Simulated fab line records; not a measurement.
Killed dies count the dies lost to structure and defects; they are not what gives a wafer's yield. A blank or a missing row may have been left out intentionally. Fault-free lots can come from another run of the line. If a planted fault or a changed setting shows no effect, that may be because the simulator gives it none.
Chamber matching    flow nand-harc    NHARC_A_CONTACT_ALD_18 on ald-metal-01 has 4 sister chambers
The step deposits TiN, target thk 3 nm, pulse time 1 s, ald cycles 150. 16 wafers are shown with their chamber, then 8 later ones without.

== WAFERS, EACH WITH ITS CHAMBER ==
wafer   chamber  heater-power-w (W)  precursor-pulse-height-rel
L076.1  3        1017                1.032
L076.2  1        1067                1.014
L076.6  2        1155                0.984
L076.3  0        1311                0.965
L076.4  2        1179                1.027
L076.5  1        1064                1.011
L079.2  3        992                 0.997
L079.4  1        1036                0.953
L079.6  0        1292                1.005
L077.1  3        1006                0.999
L077.3  0        1314                1.007
L077.5  2        1153                1.011
L081.1  2        1176                0.987
L081.2  1        1083                1.026
L081.4  0        1300                1.015
L087.1  2        1194                1.033

SIGNATURES (means of the wafers above)
reading                     chamber 0  chamber 1  chamber 2  chamber 3  scatter within a chamber
heater-power-w              1304.25    1062.50    1171.40    1005.00    15.7
precursor-pulse-height-rel  0.99800    1.00100    1.00840    1.00933    0.025
Rule: distance of a wafer from a chamber = root of the sum over the readings of ((wafer's reading minus chamber's mean) / reading's scatter) squared. If the next closest chamber is less than 2 further off than the closest, the wafer can't be placed; otherwise it belongs to the closest. How the scatter is found: for the shown wafers, subtract from each reading the mean of its chamber, square and add these, divide the total by (wafers less chambers), then take the root.

== WAFERS WHOSE CHAMBER IS MISSING ==
wafer   heater-power-w (W)  precursor-pulse-height-rel
L087.2  1044                1.014
L087.4  1337                0.991
L087.3  1077                0.969
L087.5  1006                1.004
L087.6  1299                1.043
L084.2  1321                0.997
L084.4  1212                1.006
L084.6  1338                1.016

== CHAMBER TAKEN BY EACH ==
wafer   from the rows above      in truth
L087.2  can't be placed: 1 or 3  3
L087.4  0                        0
L087.3  1                        1
L087.5  3                        3
L087.6  0                        0
L084.2  0                        0
L084.4  2                        2
L084.6  0                        0
Placed correctly: 7 of 8. Unplaceable from these rows: 1, with the true chamber sitting among the candidates in 1. Number placed wrongly: 0.
